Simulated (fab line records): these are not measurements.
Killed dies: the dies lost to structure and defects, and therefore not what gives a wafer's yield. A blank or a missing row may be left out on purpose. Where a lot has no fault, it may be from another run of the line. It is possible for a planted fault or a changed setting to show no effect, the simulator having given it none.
A struck lot beside a sound one :: flow n5 finfet :: 15 steps out of a route of 1938
Sound: wafers L809.1, L809.2, L809.5. Struck: wafers L813.3, L813.6 (left out: L813.4, a lot-mate that was not struck); the cause follows at the end.
Per side, at each step with rows, come the tool, then ch with its chambers, and then its first start. Under that, the readings that differ: sound wafers :: struck wafers :: difference of the means :: sigmas: that difference in standard deviations of wafers without a fault.
alike: same words and numbers on both sides, and readings whose means sit less than 2 such deviations apart. not compared: any withheld reading, any reading some wafer has no value for, any bound like >300 that may hide the same value, and any number with overlapping values for which the record gives no deviation.
The two part at a step that has a row with sigmas, a row that says differs or no value, or rows on one side only. Numbers that have no deviation but don't overlap get no sigmas and don't part them. Lack of a reading on every wafer of one side parts them only where that side has two or more wafers.

first, 1 step without rows for these wafers: N5_MOL_CONTACT_COAG_STRIP_69 (strips in N2/H2).
N5_MOL_CONTACT_COAG_ETCHBACK_136: etches SiO2 in CHF3, target depth 25 nm, time 16.7 s.
  sound on rie diel-02 ch 0,2,3, day 5 12:17; struck on rie diel-06 ch 1,2, day 6 12:53
  alike: bias w, drypump motor current A, mfc ar sccm, oes product au, rf vpp V, showerhead plenum p Torr, throttle valve pct
  not compared: rf hours counter h
then, 1 step without rows for these wafers: N5_MOL_CONTACT_COAG_STRIP_120 (strips in CHF3).
N5_MOL_CONTACT_COAG_VIA_ETCH_117: etches SiO2 in C4F6/O2, target depth 40 nm, overetch 8 nm, time 26 s.
  sound on rie diel-02 ch 0,2,3, day 5 12:20; struck on rie diel-06 ch 1,2, day 6 12:55
  alike: bias w, drypump motor current A, mfc ar sccm, oes product au, rf vpp V, showerhead plenum p Torr, throttle valve pct
  not compared: rf hours counter h
N5_MOL_CONTACT_COAG_ETCH_124: etches SiNx in CH3F/O2, stops on SiOC, target depth 6.5 nm.
  sound on rie diel-02 ch 0,2,3, day 5 12:22; struck on rie diel-06 ch 1,2, day 6 12:57
  alike: bias w, drypump motor current A, mfc ar sccm, oes product au, rf vpp V, showerhead plenum p Torr, throttle valve pct
  not compared: rf hours counter h
N5_MOL_CONTACT_COAG_ETCH_48: etches SiOC in C4F6/O2, target depth 15 nm, overetch 4.5 nm, time 17 s.
  sound on rie diel-02 ch 0,2,3, day 5 12:24; struck on rie diel-06 ch 1,2, day 6 12:59
reading: bias w (W)
sound: 465.3 466.1 467.6
struck: 465.8 460.9
difference: -3.0
sigmas: -2
  alike: drypump motor current A, mfc ar sccm, oes product au, rf vpp V, showerhead plenum p Torr, throttle valve pct
  not compared: rf hours counter h
then, 1 step without rows for these wafers: N5_MOL_CONTACT_COAG_STRIP_72 (strips in N2/H2).
N5_MOL_CONTACT_COAG_STRIP_49: strips in N2/H2, time 30 s.
  sound on plasma asher-02 ch 0,1, day 5 12:32; struck on plasma asher-01 ch 1, day 6 13:10
  alike: drypump motor current A, h2 flow sccm, heater power w, temp c
  not compared: rf hours counter h
then, 2 steps without rows for these wafers: N5_MOL_CONTACT_COAG_PRECLEAN_138 (cleans in alkaline clean, time 60 s); N5_MOL_CONTACT_COAG_SRD_139 (time 30 s).
N5_MOL_CONTACT_COAG_CD_MEAS_101: the cd target is 16 nm.
  sound on cd sem-01 at day 5 12:41; struck on cd sem-03 at day 6 13:17
  alike: cd nm
after that, 1 step had no rows for these wafers: N5_MOL_CONTACT_COAG_PRE_CLEAN_121.
N5_MOL_CONTACT_COAG_CVD_140: deposits W, target thk 66.5 nm, time 215 s.
  sound on cvd w-01 ch 0,1, day 5 12:49; struck on cvd w-01 ch 0,1, day 6 13:30
reading: run length s (s)
sound: 285.8 285.6 285.8
struck: 370.9 371.2
difference: +85.3
sigmas: +99 or more
  alike: heater power w
then, 1 step without rows for these wafers: N5_MOL_CONTACT_COAG_PRECLEAN_127 (cleans in DIW, time 57.5 s).
-- the record jumps here: 3 days lie between the struck wafers' starts before and after (it left off in module MOL_CONTACT_COAG and takes up again in module BEOL_M4, whose first step shown is number 1111 of the route) --
N5_BEOL_M4_RC_MEAS_101:
  sound on prober-01 ch 0, day 8 14:40; struck on prober-02 ch 0, day 9 14:00
reading: IOFF_P (nA/um)
sound: 0.22 0.23 0.23
struck: 0.10 0.14
difference: -0.11
sigmas: -2

reading: ION_N (uA/um)
sound: 678 662 674
struck: 628 645
difference: -35
sigmas: -2

reading: ION_P (uA/um)
sound: 461 457 466
struck: 434 438
difference: -25
sigmas: -3

reading: SS_N (mV/dec)
sound: 72.7 75.4 71.4
struck: 71.0 71.7
difference: -1.8
sigmas: -2

reading: VT_P (mV)
sound: -251 -248 -247
struck: -260 -259
difference: -11
sigmas: -3
  alike: DIBL_N, DIBL_P, IOFF_N, SS_P, VT_N

## WHERE THEY PART
Last at N5_BEOL_M4_RC_MEAS_101 as far as this record goes, first at N5_MOL_CONTACT_COAG_ETCH_48.

WHY: whatever the simulator had introduced
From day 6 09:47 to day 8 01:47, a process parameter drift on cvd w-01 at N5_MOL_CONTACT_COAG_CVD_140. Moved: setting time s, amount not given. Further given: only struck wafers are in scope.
